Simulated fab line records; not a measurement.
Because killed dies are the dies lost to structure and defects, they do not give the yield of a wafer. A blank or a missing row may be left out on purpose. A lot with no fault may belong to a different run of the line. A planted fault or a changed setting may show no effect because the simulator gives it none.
Problem report in the 8D (eight disciplines) form, filled by code | flow nand_harc | the parts of the form that need people (team, actions taken, sign-off) are left out

== 1. THE ISSUE ==
Mean of rf_fwd_power_W at NHARC_A_CONTACT_DEP_24: 1008.0 W across 6 wafers in 2 lots; on wafers with no fault it is 898.7 W (standard deviation 2.7). That puts it +40 standard deviations away from the usual mean.
The step: deposits SiO2, target thk 500 nm.
Earliest sighting: wafer L664.4 on pecvd-01 at day 25 15:34. The record has a number at this step for 36 wafers belonging to 12 lots. Rule for "out" (also "out of limits"): further than 4 standard deviations from the usual mean. The rest of the wafers with a number are treated as sound.

== 2. WHAT IT IS; WHAT IT IS NOT ==
question                    | is                     | is not
which readings at this step | rf_fwd_power_W         | heater_power_w, susceptor_temp_C, throttle_valve_pct
which lots                  | L664, L667             | L653, L654, L655, L668, L670, L672, L673, L674, L675, L676
which wafers of those lots  | all that have a number | -
read on which tools         | pecvd-01               | pecvd-02, pecvd-03
when                        | from day 25 15:34      | up to then (9 sound wafers); but 21 sound wafers of L668, L670, L672, L673, L674, L675, L676 came after

== 3. SUSPECTS, AND WHAT RULES EACH OUT ==
Counting: a tool at any process step up to the reading remains a suspect when it ran all the lots that are out and ran no sound lot after the first of those.
- pecvd-01 at NHARC_A_CONTACT_DEP_24 (deposits SiO2, target thk 500 nm): kept. Every lot that is out went through it, starting with L664 (day 25 15:34), and after that it ran no sound lot; the last sound lot it ran before then is L653 (day 21 03:06). Its own readings are out on those wafers: rf_fwd_power_W.
The count leaves pecvd-01 at NHARC_A_CONTACT_DEP_24.

== 4. THE CAUSE (what the simulator had put in) ==
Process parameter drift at NHARC_A_CONTACT_DEP_24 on pecvd-01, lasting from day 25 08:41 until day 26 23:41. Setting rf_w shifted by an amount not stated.
This tool alone remained once counting was done.

== 5. THE EFFECT CHAIN, in route order ==
Rows list readings where the struck wafers' mean (over those with a number) sits beyond 3 standard deviations from the usual. Only readings for which the record gives a usual standard deviation are gone through. hours: the time from each lot's start at the first step in this table that gives one to its start at this step, as a median over the lots. sigmas: the change in usual standard deviations.
hours | step                   | reading        | usual   | on struck wafers | change | sigmas
0     | NHARC_A_CONTACT_DEP_24 | rf_fwd_power_W | 898.7 W | 1008.0           | +109.3 | +40
Its process steps:
- NHARC_A_CONTACT_DEP_24: deposits SiO2, target thk 500 nm.

== 6. HOW IT WOULD HAVE BEEN CAUGHT EARLIER ==
7 hours passed between the start of the fault at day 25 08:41 and the first reading out of limits in this record, taken at day 25 15:34.
